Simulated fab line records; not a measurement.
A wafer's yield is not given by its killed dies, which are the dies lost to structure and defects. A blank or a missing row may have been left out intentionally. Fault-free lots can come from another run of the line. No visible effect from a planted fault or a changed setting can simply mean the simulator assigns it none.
fab line records || flow n5-finfet
record {"lots": 4, "wafers": 12, "last-day": 18}
route steps=1938 shown BEOL_M1@823 BEOL_M2@841 BEOL_M4@1111 PASSIVATION@1936
lots that met no fault: taken from a fault-free run of the same line
start-h: hours from the record's opening day to when the first of the lot's shown wafers began || wait-h: time in hours since the lot's previous step || " unchanged from the row above || L1.1+2: several wafers, shown together as one row || - no value, or no start given || * or withheld: withheld || < > ~ a bound
route shown NAME@n: names a module that has steps shown in the file, with the first one's number in the route || usual: the fault-free wafers' mean and standard deviation || same: alike in all rows || chamber/n: place in a boat || sites: the reading at each site || _std_site: their standard deviation || _edge_site: inner sites' mean taken away from outer sites' mean || radius-mm: for every site, how far away it sits from the centre of the wafer || mask NAME#n: copy n || behind: the last tool/chamber to shape the wafer || hold: why the lot went on hold/how many hours it stayed there/how the hold came to an end || device: transistor that didn't switch, given as n, p or np || end of line: tests of these same wafers at the route's end || a step without rows: its recipe alone || killed: the dies lost at the first sort to structure and to defects; this is not the yield of the wafer || map: shows each die of a wafer: x if killed, . if not, _ if none is there
set.NAME: the run value of the setting; set.NAME@STEP: its run value at that earlier step || model.NAME: the simulator's own value behind a step, which no gauge read
a table for each step, a row for each wafer; lots at some steps of the route
services: from which hour (start-h, from the record's first day; less than 0 if before it) a tool's chamber was out of use, for how many hours, and why
## steps
# step N5_BEOL_M1_ANNEAL_89
# recipe {"temp-c": 400, "time-s": 240, "ambient": "vacuum"}
# step N5_BEOL_M1_SPUTTER_90
# recipe {"material": "Cu", "target-thk-a": 45, "temp-c": -20, "chamber-pressure-pa": 0.07, "power-w": "withheld", "time-s": 8.29}
# step N5_BEOL_M1_ANNEAL_91
# recipe {"temp-c": 400, "time-s": 240, "ambient": "vacuum"}
# step N5_BEOL_M1_SPUTTER_92
# recipe {"material": "Cu", "target-thk-a": 45, "temp-c": -20, "chamber-pressure-pa": 0.07, "power-w": "withheld", "time-s": 8.29}
# step N5_BEOL_M1_ANNEAL_93
# recipe {"temp-c": 400, "time-s": 240, "ambient": "vacuum"}
# step N5_BEOL_M1_SPUTTER_94
# recipe {"material": "Cu", "target-thk-a": 45, "temp-c": -20, "chamber-pressure-pa": 0.07, "power-w": "withheld", "time-s": 8.29}
# step N5_BEOL_M1_ANNEAL_95
# recipe {"temp-c": 400, "time-s": 240, "ambient": "vacuum"}
# step N5_BEOL_M1_SPUTTER_96
# recipe {"material": "Cu", "target-thk-a": 45, "temp-c": -20, "chamber-pressure-pa": 0.07, "power-w": "withheld", "time-s": 8.29}
# step N5_BEOL_M1_ECD_50
# recipe {"material": "Cu", "target-thk-a": 3000}
# step N5_BEOL_M1_ANNEAL_51
# recipe {"temp-c": 225, "time-s": 90, "ambient": "N2"}
# step N5_BEOL_M1_CMP_52
# recipe {"stop-on": "SiOC", "t-overpolish-s": 6.8, "down-force-psi": 1, "platen-rpm": 50, "clearing-platen-down-force-psi": 1.5, "clearing-platen-rpm": 50, "post-cmp-clean": "cu-alkaline", "target-thk-nm": 40, "clearing-platen-pad-velocity-m-s": 0.99484, "pad-velocity-m-s": 0.99484}
# step N5_BEOL_M1_PRE_CLEAN_60
# recipe {"gas": "NH3/H2", "time-s": 15, "temp-c": "*", "rf-power-w": 300}
# usual {"heater-power-w": "78/17"}
{"lot.wafer": "L245.1", "tool": "cvd-co-02", "chamber": 1, "start-h": 212.07, "wait-h": 0.0, "heater-power-w": 100}
{"lot.wafer": "L245.2", "tool": "cvd-co-02", "chamber": 0, "start-h": 212.07, "wait-h": 0.0, "heater-power-w": 83}
{"lot.wafer": "L245.4", "tool": "cvd-co-02", "chamber": 1, "start-h": 212.07, "wait-h": 0.0, "heater-power-w": 101}
{"lot.wafer": "L246.1", "tool": "cvd-co-01", "chamber": 1, "start-h": 221.70, "wait-h": 0.0, "heater-power-w": 45}
{"lot.wafer": "L246.4", "tool": "cvd-co-01", "chamber": 1, "start-h": 221.70, "wait-h": 0.0, "heater-power-w": 45}
{"lot.wafer": "L246.5", "tool": "cvd-co-01", "chamber": 2, "start-h": 221.70, "wait-h": 0.0, "heater-power-w": 64}
{"lot.wafer": "L250.1", "tool": "cvd-co-01", "chamber": 1, "start-h": 255.46, "wait-h": 0.0, "heater-power-w": 45}
{"lot.wafer": "L250.2", "tool": "cvd-co-01", "chamber": 2, "start-h": 255.46, "wait-h": 0.0, "heater-power-w": 63}
{"lot.wafer": "L250.4", "tool": "cvd-co-01", "chamber": 0, "start-h": 255.46, "wait-h": 0.0, "heater-power-w": 93}
{"lot.wafer": "L254.1", "tool": "cvd-co-01", "chamber": 1, "start-h": 279.91, "wait-h": 0.0, "heater-power-w": 46}
{"lot.wafer": "L254.4", "tool": "cvd-co-01", "chamber": 1, "start-h": 279.91, "wait-h": 0.0, "heater-power-w": 45}
{"lot.wafer": "L254.6", "tool": "cvd-co-01", "chamber": 2, "start-h": 279.91, "wait-h": 0.0, "heater-power-w": 64}
# step N5_BEOL_M1_CO_CAP_55
# recipe {"material": "Co", "target-thk-a": 20, "temp-c": 200, "precursor": "CCTBA/H2", "pressure-torr": 30, "time-s": 102.1}
# step N5_BEOL_M1_PRE_CLEAN_56
# recipe {"gas": "NH3", "time-s": 15, "temp-c": "withheld", "rf-power-w": 300}
# step N5_BEOL_M1_DEP_57
# recipe {"material": "SiCN", "target-thk-a": 80, "temp-c": "withheld", "precursor": "3MS/NH3", "pressure-torr": 3, "rf-w": 202, "time-s": 14}
# step N5_BEOL_M1_INSPECT_59
# recipe {"inspect-instrument": "darkfield", "mode": "post-dep"}
# usual {"raw-defect-count": "70/24"}
{"lot.wafer": "L245.1", "tool": "defect-inspect-02", "chamber": "-", "start-h": 212.35, "wait-h": 0.0, "raw-defect-count": 38}
{"lot.wafer": "L245.2", "tool": "defect-inspect-02", "chamber": "-", "start-h": 212.35, "wait-h": 0.0, "raw-defect-count": 44}
{"lot.wafer": "L245.4", "tool": "defect-inspect-02", "chamber": "-", "start-h": 212.35, "wait-h": 0.0, "raw-defect-count": 68}
{"lot.wafer": "L246.1", "tool": "defect-inspect-02", "chamber": "-", "start-h": 221.95, "wait-h": 0.0, "raw-defect-count": 110}
{"lot.wafer": "L246.4", "tool": "defect-inspect-02", "chamber": "-", "start-h": 221.95, "wait-h": 0.0, "raw-defect-count": 92}
{"lot.wafer": "L246.5", "tool": "defect-inspect-02", "chamber": "-", "start-h": 221.95, "wait-h": 0.0, "raw-defect-count": 136}
{"lot.wafer": "L250.1", "tool": "defect-inspect-01", "chamber": "-", "start-h": 255.71, "wait-h": 0.0, "raw-defect-count": 1568}
{"lot.wafer": "L250.2", "tool": "defect-inspect-01", "chamber": "-", "start-h": 255.71, "wait-h": 0.0, "raw-defect-count": 1551}
{"lot.wafer": "L250.4", "tool": "defect-inspect-01", "chamber": "-", "start-h": 255.71, "wait-h": 0.0, "raw-defect-count": 1556}
{"lot.wafer": "L254.1", "tool": "defect-inspect-01", "chamber": "-", "start-h": 280.16, "wait-h": 0.0, "raw-defect-count": 1492}
{"lot.wafer": "L254.4", "tool": "defect-inspect-01", "chamber": "-", "start-h": 280.16, "wait-h": 0.0, "raw-defect-count": 1524}
{"lot.wafer": "L254.6", "tool": "defect-inspect-01", "chamber": "-", "start-h": 280.16, "wait-h": 0.0, "raw-defect-count": 1548}
# step N5_BEOL_M2_ILD_DEP_00
# recipe {"material": "SiOC", "target-thk-a": 790, "temp-c": 350, "precursor": "DEMS/O2", "pressure-torr": 5, "rf-w": 500, "time-s": 15.3}
# step N5_BEOL_M2_PECVD_72
# recipe {"material": "SiO2", "target-thk-a": 160, "temp-c": 400, "precursor": "TEOS/O2", "pressure-torr": 5.5, "rf-w": 450, "teos-flow-sccm": 53.8, "gas": "O2", "flow-sccm": 3000, "time-s": 18}
# step N5_BEOL_M2_HM_DEP_02
# recipe {"material": "TiN", "target-thk-a": 200, "temp-c": 25, "chamber-pressure-pa": 0.49996}
# step N5_BEOL_M2_COAT_61
# recipe {"resist": "SOC", "temp-c": 250, "time-s": 60, "spin-rpm": 1500, "resist-thk-nm": 60}
# step N5_BEOL_M2_COAT_62
# recipe {"resist": "SiARC", "temp-c": 220, "time-s": 60, "spin-rpm": 1500, "resist-thk-nm": 12}
# step N5_BEOL_M2_COAT_73
# recipe {"resist": "underlayer", "temp-c": 205, "time-s": 60, "spin-rpm": 1500, "resist-thk-nm": 5}
# step N5_BEOL_M2_COAT_05
# recipe {"resist": "CAR-EUV", "spin-rpm": 1500, "resist-thk-nm": 30}
# step N5_BEOL_M2_EBR_07
# recipe {"solvent": "PGMEA", "ebr-width-mm": 1.5}
# step N5_BEOL_M2_SOFTBAKE_06
# recipe {"temp-c": 110, "time-s": 60, "resist": "CAR-EUV"}
# step N5_BEOL_M2_EXPOSE_08
# recipe {"mask-id": "M2", "na": 0.33, "source-shape": "dipole", "sigma-inner": 0.369, "sigma-outer": 0.767, "polarization": "unpolarized", "dose-mj": 41.25}
# step N5_BEOL_M2_PEB_09
# recipe {"peb-temp-c": 100, "peb-time-s": 60, "resist": "CAR-EUV"}
# step N5_BEOL_M2_DEVELOP_10
# recipe {"develop-time-s": 30, "developer": "TMAH", "resist": "CAR-EUV", "rinse-liquid": "surfactant-rinse", "dry": "air-spin", "dev-temp-c": 23}
# step N5_BEOL_M2_INSPECT_13
# recipe {"mode": "adi", "inspect-instrument": "brightfield"}
# usual {"raw-defect-count": "388/84"}
{"lot.wafer": "L245.1", "tool": "defect-inspect-02", "chamber": "-", "start-h": 215.03, "wait-h": 0.1, "raw-defect-count": 287}
{"lot.wafer": "L245.2", "tool": "defect-inspect-02", "chamber": "-", "start-h": 215.03, "wait-h": 0.1, "raw-defect-count": 336}
{"lot.wafer": "L245.4", "tool": "defect-inspect-02", "chamber": "-", "start-h": 215.03, "wait-h": 0.1, "raw-defect-count": 377}
{"lot.wafer": "L246.1", "tool": "defect-inspect-02", "chamber": "-", "start-h": 223.10, "wait-h": 0.1, "raw-defect-count": 491}
{"lot.wafer": "L246.4", "tool": "defect-inspect-02", "chamber": "-", "start-h": 223.10, "wait-h": 0.1, "raw-defect-count": 552}
{"lot.wafer": "L246.5", "tool": "defect-inspect-02", "chamber": "-", "start-h": 223.10, "wait-h": 0.1, "raw-defect-count": 618}
{"lot.wafer": "L250.1", "tool": "defect-inspect-01", "chamber": "-", "start-h": 257.68, "wait-h": 0.1, "raw-defect-count": 1793}
{"lot.wafer": "L250.2", "tool": "defect-inspect-01", "chamber": "-", "start-h": 257.68, "wait-h": 0.1, "raw-defect-count": 1794}
{"lot.wafer": "L250.4", "tool": "defect-inspect-01", "chamber": "-", "start-h": 257.68, "wait-h": 0.1, "raw-defect-count": 1967}
{"lot.wafer": "L254.1", "tool": "defect-inspect-02", "chamber": "-", "start-h": 283.10, "wait-h": 0.1, "raw-defect-count": 1811}
{"lot.wafer": "L254.4", "tool": "defect-inspect-02", "chamber": "-", "start-h": 283.10, "wait-h": 0.1, "raw-defect-count": 1844}
{"lot.wafer": "L254.6", "tool": "defect-inspect-02", "chamber": "-", "start-h": 283.10, "wait-h": 0.1, "raw-defect-count": 1820}
# step N5_BEOL_M2_DESCUM_16
# recipe {"chemistry": "O2", "time-s": 7, "source-power-w": 50, "bias-power-w": 20, "pressure-mtorr": 20, "rf-frequency-hz": 2.712e+07, "temp-c": 40, "resist": "CAR-EUV", "o2-flow-sccm": 225}
# step N5_BEOL_M4_RC_MEAS_101
# usual {"DIBL_N": "35.8/1.4", "DIBL_P": "35.8/1.6", "IOFF_N": "0.152/0.021", "IOFF_P": "0.204/0.027", "ION_N": "672/8.7", "ION_P": "461/6.2", "SS_N": "71.5/0.54", "SS_P": "73.1/0.57", "VT_N": "250.0/2.5", "VT_P": "-250.6/2.7"}
{"lot.wafer": "L245.1", "tool": "prober-01", "chamber": 0, "start-h": 259.11, "wait-h": 0.0, "DIBL_N[mV/V]": 35.5, "DIBL_P[mV/V]": 36.0, "IOFF_N[nA/um]": 0.158, "IOFF_P[nA/um]": 0.193, "ION_N[uA/um]": 677, "ION_P[uA/um]": 460, "SS_N[mV/dec]": 72.0, "SS_P[mV/dec]": 73.8, "VT_N[mV]": 250.1, "VT_P[mV]": -252.1}
{"lot.wafer": "L245.2", "tool": "prober-01", "chamber": 0, "start-h": 259.11, "wait-h": 0.0, "DIBL_N[mV/V]": 36.7, "DIBL_P[mV/V]": 37.3, "IOFF_N[nA/um]": 0.162, "IOFF_P[nA/um]": 0.207, "ION_N[uA/um]": 663, "ION_P[uA/um]": 453, "SS_N[mV/dec]": 71.8, "SS_P[mV/dec]": 73.9, "VT_N[mV]": 251.6, "VT_P[mV]": -252.1}
{"lot.wafer": "L245.4", "tool": "prober-01", "chamber": 0, "start-h": 259.11, "wait-h": 0.0, "DIBL_N[mV/V]": 36.9, "DIBL_P[mV/V]": 37.5, "IOFF_N[nA/um]": 0.172, "IOFF_P[nA/um]": 0.209, "ION_N[uA/um]": 683, "ION_P[uA/um]": 467, "SS_N[mV/dec]": 72.8, "SS_P[mV/dec]": 73.9, "VT_N[mV]": 248.7, "VT_P[mV]": -251.3}
{"lot.wafer": "L246.1", "tool": "prober-02", "chamber": 0, "start-h": 266.23, "wait-h": 0.0, "DIBL_N[mV/V]": 35.6, "DIBL_P[mV/V]": 37.0, "IOFF_N[nA/um]": 0.156, "IOFF_P[nA/um]": 0.209, "ION_N[uA/um]": 677, "ION_P[uA/um]": 466, "SS_N[mV/dec]": 71.7, "SS_P[mV/dec]": 73.7, "VT_N[mV]": 249.2, "VT_P[mV]": -250.5}
{"lot.wafer": "L246.4", "tool": "prober-02", "chamber": 0, "start-h": 266.23, "wait-h": 0.0, "DIBL_N[mV/V]": 34.4, "DIBL_P[mV/V]": 35.6, "IOFF_N[nA/um]": 0.140, "IOFF_P[nA/um]": 0.193, "ION_N[uA/um]": 671, "ION_P[uA/um]": 461, "SS_N[mV/dec]": 71.6, "SS_P[mV/dec]": 73.0, "VT_N[mV]": 251.0, "VT_P[mV]": -250.9}
{"lot.wafer": "L246.5", "tool": "prober-02", "chamber": 0, "start-h": 266.23, "wait-h": 0.0, "DIBL_N[mV/V]": 36.2, "DIBL_P[mV/V]": 37.4, "IOFF_N[nA/um]": 0.167, "IOFF_P[nA/um]": 0.223, "ION_N[uA/um]": 677, "ION_P[uA/um]": 466, "SS_N[mV/dec]": 72.0, "SS_P[mV/dec]": 72.9, "VT_N[mV]": 246.9, "VT_P[mV]": -247.8}
{"lot.wafer": "L250.1", "tool": "prober-01", "chamber": 0, "start-h": 291.56, "wait-h": 0.0, "DIBL_N[mV/V]": 36.3, "DIBL_P[mV/V]": 35.9, "IOFF_N[nA/um]": 0.163, "IOFF_P[nA/um]": 0.243, "ION_N[uA/um]": 673, "ION_P[uA/um]": 463, "SS_N[mV/dec]": 71.8, "SS_P[mV/dec]": 73.6, "VT_N[mV]": 250.0, "VT_P[mV]": -248.4}
{"lot.wafer": "L250.2", "tool": "prober-01", "chamber": 0, "start-h": 291.56, "wait-h": 0.0, "DIBL_N[mV/V]": 36.5, "DIBL_P[mV/V]": 35.0, "IOFF_N[nA/um]": 0.161, "IOFF_P[nA/um]": 0.220, "ION_N[uA/um]": 669, "ION_P[uA/um]": 461, "SS_N[mV/dec]": 72.2, "SS_P[mV/dec]": 72.5, "VT_N[mV]": 249.1, "VT_P[mV]": -248.7}
{"lot.wafer": "L250.4", "tool": "prober-01", "chamber": 0, "start-h": 291.56, "wait-h": 0.0, "DIBL_N[mV/V]": 36.1, "DIBL_P[mV/V]": 35.4, "IOFF_N[nA/um]": 0.157, "IOFF_P[nA/um]": 0.228, "ION_N[uA/um]": 666, "ION_P[uA/um]": 462, "SS_N[mV/dec]": 72.5, "SS_P[mV/dec]": 73.6, "VT_N[mV]": 251.5, "VT_P[mV]": -249.4}
{"lot.wafer": "L254.1", "tool": "prober-02", "chamber": 0, "start-h": 316.25, "wait-h": 0.0, "DIBL_N[mV/V]": 35.7, "DIBL_P[mV/V]": 33.9, "IOFF_N[nA/um]": 0.151, "IOFF_P[nA/um]": 0.192, "ION_N[uA/um]": 678, "ION_P[uA/um]": 464, "SS_N[mV/dec]": 71.7, "SS_P[mV/dec]": 72.7, "VT_N[mV]": 248.7, "VT_P[mV]": -248.6}
{"lot.wafer": "L254.4", "tool": "prober-02", "chamber": 0, "start-h": 316.25, "wait-h": 0.0, "DIBL_N[mV/V]": 35.2, "DIBL_P[mV/V]": 32.9, "IOFF_N[nA/um]": 0.144, "IOFF_P[nA/um]": 0.178, "ION_N[uA/um]": 670, "ION_P[uA/um]": 455, "SS_N[mV/dec]": 71.1, "SS_P[mV/dec]": 71.9, "VT_N[mV]": 249.1, "VT_P[mV]": -254.6}
{"lot.wafer": "L254.6", "tool": "prober-02", "chamber": 0, "start-h": 316.25, "wait-h": 0.0, "DIBL_N[mV/V]": 34.7, "DIBL_P[mV/V]": 32.5, "IOFF_N[nA/um]": 0.138, "IOFF_P[nA/um]": 0.180, "ION_N[uA/um]": 668, "ION_P[uA/um]": 462, "SS_N[mV/dec]": 70.4, "SS_P[mV/dec]": 72.3, "VT_N[mV]": 251.3, "VT_P[mV]": -251.1}
# step N5_PASSIVATION_PROBE_49
# usual {"defect-limited-yield": "91.6/1.4", "killed_at_M0_to_M3": "33/9.7", "killed_at_M4_up": "13/5.4", "killed-at-contacts": "13/6.6", "killed-at-front-end": "36/11", "killed-at-other": "3.9/3", "killed-dies": "99/16", "killed-on-rim": "13/3.8", "killed-open": "66/12", "killed-short": "32/7.9", "sort_bin_5_function": "4.9/0.9", "sort_bin_6_memory": "3.2/0.67", "sort-n-pass": "1081/16", "sort-yield-pct": "91.6/1.4"}
# same {"gross-dies": 1180, "killed-at-back-side": 0, "sort_bin_4_leakage[%]": 0, "sort_bin_8_speed[%]": 0}
{"lot.wafer": "L245.1", "tool": "prober-02", "chamber": "-", "start-h": 364.86, "wait-h": 0.0, "defect-limited-yield[%]": 93.5, "killed_at_M0_to_M3": 25, "killed_at_M4_up": 6, "killed-at-contacts": 7, "killed-at-front-end": 35, "killed-at-other": 4, "killed-dies": 77, "killed-on-rim": 8, "killed-open": 53, "killed-short": 23, "sort_bin_5_function[%]": 3.9, "sort_bin_6_memory[%]": 2.3, "sort-n-pass": 1103, "sort-yield-pct[%]": 93.5}
{"lot.wafer": "L245.2", "tool": "prober-02", "chamber": "-", "start-h": 364.91, "wait-h": 0.1, "defect-limited-yield[%]": 91.9, "killed_at_M0_to_M3": 28, "killed_at_M4_up": 16, "killed-at-contacts": 15, "killed-at-front-end": 30, "killed-at-other": 7, "killed-dies": 96, "killed-on-rim": 14, "killed-open": 73, "killed-short": 23, "sort_bin_5_function[%]": 5.0, "sort_bin_6_memory[%]": 2.9, "sort-n-pass": 1084, "sort-yield-pct[%]": 91.9}
{"lot.wafer": "L245.4", "tool": "prober-02", "chamber": "-", "start-h": 365.01, "wait-h": 0.2, "defect-limited-yield[%]": 91.3, "killed_at_M0_to_M3": 26, "killed_at_M4_up": 23, "killed-at-contacts": 11, "killed-at-front-end": 35, "killed-at-other": 8, "killed-dies": 103, "killed-on-rim": 17, "killed-open": 65, "killed-short": 35, "sort_bin_5_function[%]": 5.0, "sort_bin_6_memory[%]": 3.3, "sort-n-pass": 1077, "sort-yield-pct[%]": 91.3}
{"lot.wafer": "L250.1", "tool": "prober-02", "chamber": "-", "start-h": 388.19, "wait-h": 0.0, "defect-limited-yield[%]": 83.2, "killed_at_M0_to_M3": 123, "killed_at_M4_up": 13, "killed-at-contacts": 11, "killed-at-front-end": 44, "killed-at-other": 7, "killed-dies": 198, "killed-on-rim": 28, "killed-open": 64, "killed-short": 31, "sort_bin_5_function[%]": 10.3, "sort_bin_6_memory[%]": 2.8, "sort-n-pass": 982, "sort-yield-pct[%]": 83.2}
{"lot.wafer": "L250.2", "tool": "prober-02", "chamber": "-", "start-h": 388.24, "wait-h": 0.1, "defect-limited-yield[%]": 78.0, "killed_at_M0_to_M3": 193, "killed_at_M4_up": 10, "killed-at-contacts": 6, "killed-at-front-end": 46, "killed-at-other": 5, "killed-dies": 260, "killed-on-rim": 16, "killed-open": 58, "killed-short": 34, "sort_bin_5_function[%]": 13.9, "sort_bin_6_memory[%]": 3.5, "sort-n-pass": 920, "sort-yield-pct[%]": 78.0}
{"lot.wafer": "L250.4", "tool": "prober-02", "chamber": "-", "start-h": 388.34, "wait-h": 0.2, "defect-limited-yield[%]": 81.4, "killed_at_M0_to_M3": 155, "killed_at_M4_up": 16, "killed-at-contacts": 4, "killed-at-front-end": 40, "killed-at-other": 5, "killed-dies": 220, "killed-on-rim": 33, "killed-open": 63, "killed-short": 28, "sort_bin_5_function[%]": 10.8, "sort_bin_6_memory[%]": 3.6, "sort-n-pass": 960, "sort-yield-pct[%]": 81.4}
{"lot.wafer": "L254.1", "tool": "prober-01", "chamber": "-", "start-h": 427.07, "wait-h": 0.0, "defect-limited-yield[%]": 82.3, "killed_at_M0_to_M3": 153, "killed_at_M4_up": 15, "killed-at-contacts": 9, "killed-at-front-end": 31, "killed-at-other": 1, "killed-dies": 209, "killed-on-rim": 36, "killed-open": 49, "killed-short": 49, "sort_bin_5_function[%]": 9.1, "sort_bin_6_memory[%]": 4.0, "sort-n-pass": 971, "sort-yield-pct[%]": 82.3}
{"lot.wafer": "L254.4", "tool": "prober-01", "chamber": "-", "start-h": 427.22, "wait-h": 0.2, "defect-limited-yield[%]": 80.7, "killed_at_M0_to_M3": 153, "killed_at_M4_up": 27, "killed-at-contacts": 10, "killed-at-front-end": 31, "killed-at-other": 7, "killed-dies": 228, "killed-on-rim": 34, "killed-open": 74, "killed-short": 39, "sort_bin_5_function[%]": 11.1, "sort_bin_6_memory[%]": 4.7, "sort-n-pass": 952, "sort-yield-pct[%]": 80.7}
{"lot.wafer": "L254.6", "tool": "prober-01", "chamber": "-", "start-h": 427.32, "wait-h": 0.3, "defect-limited-yield[%]": 79.3, "killed_at_M0_to_M3": 192, "killed_at_M4_up": 12, "killed-at-contacts": 6, "killed-at-front-end": 31, "killed-at-other": 3, "killed-dies": 244, "killed-on-rim": 11, "killed-open": 48, "killed-short": 36, "sort_bin_5_function[%]": 11.4, "sort_bin_6_memory[%]": 4.5, "sort-n-pass": 936, "sort-yield-pct[%]": 79.3}
# killed by level:class
L245.1 FIN_SAQP:geometric-particle:open=13 FIN_SAQP:geometric-particle:short=7 MOL_CONTACT_COAG:geometric-particle:open=7 BEOL_M0_SAQP:geometric-particle:open=7 BEOL_M2:geometric-particle:open=7 STI_FIN_REVEAL:geometric-particle:open=5 BEOL_M0_SAQP:geometric-particle:short=5 BEOL_M1:geometric-particle:short=3
L245.2 MOL_CONTACT_COAG:geometric-particle:open=15 FIN_SAQP:geometric-particle:open=11 BEOL_M2:geometric-particle:open=10 DUMMY_GATE:geometric-particle:open=5 BEOL_M0_SAQP:geometric-particle:short=5 BEOL_M1:geometric-particle:open=5 BEOL_M5:geometric-particle:open=5 MIM_TOP_ETCH:geometric-particle:open=4
L245.4 BEOL_M4:geometric-particle:open=13 FIN_SAQP:geometric-particle:open=8 MOL_CONTACT_COAG:geometric-particle:open=7 BEOL_M4:geometric-particle:short=6 STI_FIN_REVEAL:geometric-particle:open=6 BEOL_M2:geometric-particle:open=6 FIN_SAQP:geometric-particle:short=5 BEOL_M0_SAQP:geometric-particle:open=5
L250.1 BEOL_M1:unspecified=103 FIN_SAQP:geometric-particle:short=14 MOL_CONTACT_COAG:geometric-particle:open=10 FIN_SAQP:geometric-particle:open=6 BEOL_M4:geometric-particle:open=6 STI_FIN_REVEAL:geometric-particle:open=5 BEOL_M0_SAQP:geometric-particle:open=5 DUMMY_GATE:geometric-particle:open=4
L250.2 BEOL_M1:unspecified=168 FIN_SAQP:geometric-particle:short=12 GATE_CUT:geometric-particle:open=8 BEOL_M2:geometric-particle:open=7 FIN_SAQP:geometric-particle:open=6 MOL_CONTACT_COAG:geometric-particle:open=6 BEOL_M0_SAQP:geometric-particle:short=6 BEOL_M0_SAQP:geometric-particle:open=6
L250.4 BEOL_M1:unspecified=129 BEOL_M3:geometric-particle:open=8 BEOL_M1:geometric-particle:open=7 BEOL_M4:geometric-particle:open=7 FIN_SAQP:geometric-particle:open=5 FIN_SAQP:geometric-particle:short=5 STARTING-WAFER:geometric-particle:open=5 GATE_CUT:geometric-particle:open=4
L254.1 BEOL_M1:unspecified=111 FIN_SAQP:geometric-particle:short=10 BEOL_M0:geometric-particle:short=8 BEOL_M1:geometric-particle:open=7 BEOL_M2:geometric-particle:open=6 MOL_CONTACT_COAG:geometric-particle:open=5 BEOL_M0_SAQP:geometric-particle:short=5 FIN_SAQP:geometric-particle:open=4
L254.4 BEOL_M1:unspecified=115 BEOL_M4:geometric-particle:open=18 BEOL_M0_SAQP:geometric-particle:open=10 MOL_CONTACT_COAG:geometric-particle:open=8 BEOL_M3:geometric-particle:open=6 BEOL_M2:geometric-particle:open=5 FIN_SAQP:geometric-particle:short=4 STI_FIN_REVEAL:geometric-particle:open=4
L254.6 BEOL_M1:unspecified=160 FIN_SAQP:geometric-particle:short=10 BEOL_M3:geometric-particle:open=9 BEOL_M0_SAQP:geometric-particle:open=7 BEOL_M0_SAQP:geometric-particle:short=7 DUMMY_GATE:geometric-particle:open=5 FIN_SAQP:geometric-particle:open=4 MOL_CONTACT_COAG:geometric-particle:open=4
# map L250.2 (x killed, . not)
_________________............________________
______________.x........x......._____________
___________..xxx........x..........__________
__________x......x............x....._________
________.....x........xx.x.x.........._______
_______.x...............x..............______
______.....x...x........................_____
_____....x........x......................____
____........x.........x................x..___
___.......................x......x.........__
___........................................__
__...................xx....................._
__.x....................................xx.._
_..x.........x.x.......x......x............x.
_............x...x..x....x..x.x..............
_......x..x...x..xx.xxx....x.........x.......
_.........x......xxxxxxxx.x........x....x....
_...............xxxxxxxxxxx.x..............x.
_....x.x.x.x.xx.xxxxxxxxxxxxxxx..............
_......x.....xxxxxxxxxxxxxxxx................
_..........x..xxxxxxxxxxxxxxxxx...x.........x
__.....x.....xxxxxxxxxxxxxxxxx.............._
__...x......x.xxxxxxxxxxxxxxxx...........xxx_
___..........xxxxxxxxxxxxxxxxxx......xxx...__
___.........xxxxxxxxxxxxxxx.x.......x......__
____x......x....xxxxxxxxxxxx..............___
_____.......x..xxxxxxxxxx.........x......____
______.x.........x....x.x..x............_____
_______.........x.x.....x...x.x......x.______
________.....xxx...x.................._______
__________........................x._________
___________..x..xxx................__________
______________.................._____________
_________________.........x.x________________
# map L254.6 (x killed, . not)
_________________............________________
______________.......x........x._____________
___________............x......x....__________
__________.....x............x......._________
________....x........................._______
_______......x............x............______
______............x.x.................xx_____
_____...............................x...x____
____...x......................x...........___
___.....x............x.x.....x......x......__
___xx.......................x............x.__
__..x........................x.............x_
__.x........x.......x......................._
_..x.......x...........x.x...................
_.................x...xx....x......x.........
_.............x..x...xxx..x.......x..........
_..........x.x....xxxxxxx.x..........x....xx.
_............xx.xxxxxxxxxxxxx................
_....x.x....x.xxxxxxxxxxxxx............x.....
_....x.......xxxxxxxxxxxxxxx.x......x........
_............xxxxxxxxxxxxxxxxx..x.x..........
__.....x.....x.xxxxxxxxxxxxxx..x.....xx....._
__...........xxxxxxxxxxxxxxx.x..x..........._
___.....x..x.xxxxxxxxxxxxxxx.x.............__
___...........x.xxxxxxxxxxxx...............__
____..........x.xxxxxxxxxxx......x........___
_____...........xxxxxxxxxx.x...x.........____
______.......xx...x.x..xx..........x...._____
_______....x.......x...................______
________...x....xx...................._______
__________.............x.....x......_________
___________........x...........x...__________
______________x....xx.......x.x._____________
_________________......x.....________________
## services
{"tool": "cvd-co-01", "chamber": "-", "start-h": 245.95, "hours": 6.9, "kind": "pm"}
## key
first-sign {"step": "N5_BEOL_M1_INSPECT_59", "reading": "raw-defect-count", "direction": "up", "sigmas": 60, "usual": 70, "struck": 1540}
effect {"step": "N5_BEOL_M2_INSPECT_13", "reading": "raw-defect-count", "direction": "up", "sigmas": 17, "usual": 388, "struck": 1838}
effect {"step": "N5_PASSIVATION_PROBE_49", "reading": "killed_at_M0_to_M3", "direction": "up", "sigmas": 13, "usual": 33, "struck": 162}
more-kills-born-at {"N5_BEOL_M1_PRE_CLEAN_60@cvd-co-01": 786}
met-at N5_BEOL_M1_PRE_CLEAN_60
struck-wafers L250.1,L250.2,L250.4,L254.1,L254.4,L254.6
onset-between 221.70 255.46
also-fits time
fault {"kind": "chamber-particle-source", "tool": "cvd-co-01", "chamber": "-", "onset-h": 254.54, "steps": "N5_BEOL_M1_PRE_CLEAN_60", "rate-per-visit-cm2": 2.2401, "end-h": 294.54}
